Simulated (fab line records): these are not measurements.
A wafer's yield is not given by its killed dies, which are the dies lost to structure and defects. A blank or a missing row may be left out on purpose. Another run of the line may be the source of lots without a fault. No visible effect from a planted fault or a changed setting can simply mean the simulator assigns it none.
Comparing a struck lot with a sound one + flow n5-finfet + 39 out of 1938 route steps
Sound: the wafers L231.1, L231.4, L231.6. Struck: wafer L242.1. (L242.3, L242.4 of the same lot were not struck and are left out.) The cause comes at the end.
Per side, at each step with rows, come the tool, then ch with its chambers, and then its first start. Under that, the readings that differ: sound wafers + struck wafers + difference of the means + sigmas: that difference in standard deviations of wafers without a fault.
alike: readings with means less than 2 such deviations apart, plus words and numbers identical on both sides. not compared: withheld readings, readings lacking a value on some wafer, bounds such as >300 that could conceal the same value, and numbers that have no deviation in the record and whose values overlap.
A row with sigmas, a row that says differs or no value, or rows on one side alone: a step with any of these is where the two part. Numbers that have no deviation but don't overlap get no sigmas and don't part them. A reading missing from all wafers of one side parts the sides only when that side holds two or more wafers.

first, 9 steps without rows for these wafers: N5_PMOS_HMC_CHANNEL_EPI_SRD_25 (time 30 s); N5_PMOS_HMC_CHANNEL_EPI_EPI_26 (deposits Si from SiH4/H2, target thk 3.8 nm, time 22.7 s); N5_FIN_SAQP_PRECLEAN_42 (cleans in O3/DIW, time 60 s); N5_FIN_SAQP_PRECLEAN_00 (cleans in SC1, time 60 s); N5_FIN_SAQP_PRECLEAN_44 (cleans in SC2, time 45 s); N5_FIN_SAQP_SRD_01 (time 30 s); N5_FIN_SAQP_ALD_61 (deposits SiO2, target thk 4 nm, pulse time 1 s, purge time 2 s); N5_FIN_SAQP_DENSIFY_62 (time 60 s); N5_FIN_SAQP_HM_DEP_03 (deposits SiNx from SiH4/NH3/N2, target thk 38 nm, time 33.6 s).
N5_FIN_SAQP_PECVD_47: deposits a-Si from SiH4/He, target thk 45 nm, time 36.3 s.
  sound on pecvd-04 ch 0,1,2, day 2 08:52; struck on pecvd-04 ch 1, day 5 03:31
  alike: heater-power-w, showerhead-plenum-p-Torr, throttle-valve-pct
then, 11 steps without rows for these wafers: N5_FIN_SAQP_PECVD_48 (deposits SiNx from SiH4/NH3/N2, target thk 25 nm, time 22.1 s); N5_FIN_SAQP_PECVD_06 (deposits a-Si from SiH4/He, target thk 60 nm, time 48.1 s); N5_FIN_SAQP_HM_DEP_72 (deposits SiO2 from SiH4/N2O, target thk 12 nm, time 7.2 s); N5_FIN_SAQP_COAT_49 (time 60 s, resist thk 100 nm); N5_FIN_SAQP_COAT_50 (time 60 s, resist thk 35 nm); N5_FIN_SAQP_COAT_10 (resist thk 90 nm); N5_FIN_SAQP_EBR_12; N5_FIN_SAQP_SOFTBAKE_11 (time 60 s); N5_FIN_SAQP_EXPOSE_13 (exposes mask FIN CORE, target cd 35.6 nm); N5_FIN_SAQP_PEB_14 (peb time 60 s); N5_FIN_SAQP_DEVELOP_15 (develop time 30 s).
N5_FIN_SAQP_INSPECT_18: inspects for defects (brightfield).
  sound: defect-inspect-02 at day 2 09:28; struck: defect-inspect-01 at day 5 04:08
| reading          | sound       | struck | difference | sigmas |
|------------------|-------------|--------|------------|--------|
| raw-defect-count | 251 360 358 | 1733   | +1410      | +11    |
then, 14 steps without rows for these wafers: N5_FIN_SAQP_DESCUM_21 (chemistry O2, time 7.9 s); N5_FIN_SAQP_ETCH_51 (etches SiARC in CF4, target depth 45.5 nm, time 75.8 s); N5_FIN_SAQP_ETCH_52 (etches SOC in N2/H2, target depth 100 nm, overetch 20 nm, time 150 s); N5_FIN_SAQP_STRIP_53 (strips in N2/H2); N5_FIN_SAQP_HM_OPEN_73 (chemistry CHF3/O2, target SiO2, stops on a-Si, target depth 12 nm, time 16.8 s); N5_FIN_SAQP_STRIP_74 (strips in CHF3/O2); N5_FIN_SAQP_MANDREL_ETCH_22 (etches a-Si in HBr/Cl2, stops on SiNx, target depth 60 nm, bt time 10 s, time 30 s); N5_FIN_SAQP_STRIP_55 (strips in N2/H2); N5_FIN_SAQP_STRIP_23 (strips in SPM, time 750 s); N5_FIN_SAQP_SRD_66 (time 30 s); N5_FIN_SAQP_RECESS_75 (chemistry HF/NH3, target SiO2, target depth 14.4 nm, afs cycles 3, sublimation time 60 s); N5_FIN_SAQP_SPACER1_ALD_24 (deposits SiO2, target thk 20.3 nm, pulse time 1 s, purge time 2 s); N5_FIN_SAQP_SPACER1_ETCHBACK_25 (etches SiO2 in CHF3/O2, target depth 24.4 nm, time 12.2 s); N5_FIN_SAQP_MANDREL1_REMOVE_56 (chemistry HBr/Cl2/O2, target a-Si, stops on SiNx, bt time 10 s).
N5_FIN_SAQP_INSPECT_40: inspects for defects (brightfield).
  sound: defect-inspect-02 at day 2 13:47; struck: defect-inspect-01 at day 5 08:52
| reading          | sound       | struck | difference | sigmas |
|------------------|-------------|--------|------------|--------|
| raw-defect-count | 167 211 232 | 1377   | +1174      | +15    |
N5_FIN_CUT_INSPECT_10: inspects for defects (brightfield).
  sound: defect-inspect-02 at day 2 14:18; struck: defect-inspect-01 at day 5 09:15
| reading          | sound    | struck | difference | sigmas |
|------------------|----------|--------|------------|--------|
| raw-defect-count | 36 41 35 | 1108   | +1071      | +82    |
-- here the record skips 12 days between the struck wafers' starts before and after, leaving off in module FIN_CUT and picking up in module PASSIVATION (first step shown: number 1936 of the route) --
N5_PASSIVATION_PROBE_49:
  rows exist in the record for the struck wafers here (prober-01, day 17 11:54), but not for the sound ones

WHERE THEY PART
First at N5_FIN_SAQP_INSPECT_18; last, within this record, at N5_PASSIVATION_PROBE_49.

WHY: the cause the simulator had injected
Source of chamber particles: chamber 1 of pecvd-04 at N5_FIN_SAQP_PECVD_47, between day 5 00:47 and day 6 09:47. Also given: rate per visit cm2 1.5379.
